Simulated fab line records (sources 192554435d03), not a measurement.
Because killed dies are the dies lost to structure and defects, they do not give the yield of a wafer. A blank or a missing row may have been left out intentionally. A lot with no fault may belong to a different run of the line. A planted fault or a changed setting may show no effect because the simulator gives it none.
Matching of chambers || flow n5-finfet || N5_FIN_SAQP_DESCUM_21 on rie-diel-04: 4 sister chambers
The step chemistry O2, time 7.9 s. 4 wafers are shown with their chamber, then 12 later ones without.

WAFERS WITH THEIR CHAMBER
{"wafer": "L089.4", "chamber": 0, "throttle-valve-pct (%)": 20.85}
{"wafer": "L090.4", "chamber": 1, "throttle-valve-pct (%)": 20.61}
{"wafer": "L090.5", "chamber": 2, "throttle-valve-pct (%)": 20.05}
{"wafer": "L090.6", "chamber": 3, "throttle-valve-pct (%)": 20.75}

WAFERS WITHOUT THEIR CHAMBER
{"wafer": "L091.1", "throttle-valve-pct (%)": 20.61}
{"wafer": "L091.2", "throttle-valve-pct (%)": 20.88}
{"wafer": "L091.4", "throttle-valve-pct (%)": 20.74}
{"wafer": "L092.4", "throttle-valve-pct (%)": 20.06}
{"wafer": "L092.5", "throttle-valve-pct (%)": 20.61}
{"wafer": "L092.6", "throttle-valve-pct (%)": 20.88}
{"wafer": "L093.2", "throttle-valve-pct (%)": 20.06}
{"wafer": "L093.3", "throttle-valve-pct (%)": 20.84}
{"wafer": "L093.5", "throttle-valve-pct (%)": 20.60}
{"wafer": "L094.1", "throttle-valve-pct (%)": 20.63}
{"wafer": "L094.2", "throttle-valve-pct (%)": 20.06}
{"wafer": "L094.3", "throttle-valve-pct (%)": 20.86}

EACH ONE'S CHAMBER
{"wafer": "L091.1", "from the rows above": 1, "in truth": 1}
{"wafer": "L091.2", "from the rows above": 0, "in truth": 0}
{"wafer": "L091.4", "from the rows above": 3, "in truth": 3}
{"wafer": "L092.4", "from the rows above": 2, "in truth": 2}
{"wafer": "L092.5", "from the rows above": 1, "in truth": 1}
{"wafer": "L092.6", "from the rows above": 0, "in truth": 0}
{"wafer": "L093.2", "from the rows above": 2, "in truth": 2}
{"wafer": "L093.3", "from the rows above": 0, "in truth": 0}
{"wafer": "L093.5", "from the rows above": 1, "in truth": 1}
{"wafer": "L094.1", "from the rows above": 1, "in truth": 1}
{"wafer": "L094.2", "from the rows above": 2, "in truth": 2}
{"wafer": "L094.3", "from the rows above": 0, "in truth": 0}
Correct placement for 12 of the 12. Can't be placed from these rows: 0. 0 placed wrongly.
How it was worked out, from the rows above alone: a wafer's distance from a chamber is the root of the sum, over the readings, of the square of ((its reading less the chamber's mean) divided by the reading's scatter). The wafer belongs to the nearest chamber; if the next one is less than 2 further off, it can't be placed. Each chamber's mean is taken over the wafers shown for it. The scatter: with one shown wafer a chamber, the root of the mean of the squares of how far each hidden wafer lies from its nearest shown one.
